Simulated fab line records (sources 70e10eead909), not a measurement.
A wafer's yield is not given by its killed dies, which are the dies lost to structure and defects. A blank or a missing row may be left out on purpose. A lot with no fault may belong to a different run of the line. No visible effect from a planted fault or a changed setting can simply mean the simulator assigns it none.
Matching of chambers    flow nand_harc    3 sister chambers for NHARC_P_M1_DEP_33 on pecvd-04
The step deposits SiCN, target thk 30 nm. 3 wafers are shown with their chamber, then 12 later ones without.

== WAFERS, EACH WITH ITS CHAMBER ==
wafer   chamber  heater_power_w (W)
L092.1  2        635
L092.2  1        536
L092.3  0        654

== WAFERS WITH NO CHAMBER GIVEN ==
wafer   heater_power_w (W)
L092.4  645
L092.5  662
L092.6  556
L093.3  545
L093.4  608
L093.5  663
L096.2  625
L096.3  540
L096.4  614
L097.2  593
L097.3  662
L097.6  608

== CHAMBER TAKEN BY EACH ==
wafer   from the rows above           in truth
L092.4  can't be placed: 0 or 2       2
L092.5  can't be placed: 0 or 2       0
L092.6  1                             1
L093.3  1                             1
L093.4  can't be placed: 2 or 0       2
L093.5  can't be placed: 0 or 2       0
L096.2  can't be placed: 2 or 0       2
L096.3  1                             1
L096.4  can't be placed: 2 or 0       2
L097.2  can't be placed: 2 or 1 or 0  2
L097.3  can't be placed: 0 or 2       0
L097.6  can't be placed: 2 or 0       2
Correctly placed: 3 of 12. These rows do not allow placing 9 (true chamber among the candidates in 9). 0 placed wrongly.
How it was worked out, from the rows above alone: a wafer's distance from a chamber is the root of the sum, over the readings, of the square of ((its reading less the chamber's mean) divided by the reading's scatter). If the next closest chamber is less than 2 further off than the closest, the wafer can't be placed; otherwise it belongs to the closest. A chamber's mean is the mean of its shown wafers. The scatter: root of mean squared gap, hidden wafer to nearest shown wafer, with one shown wafer a chamber.
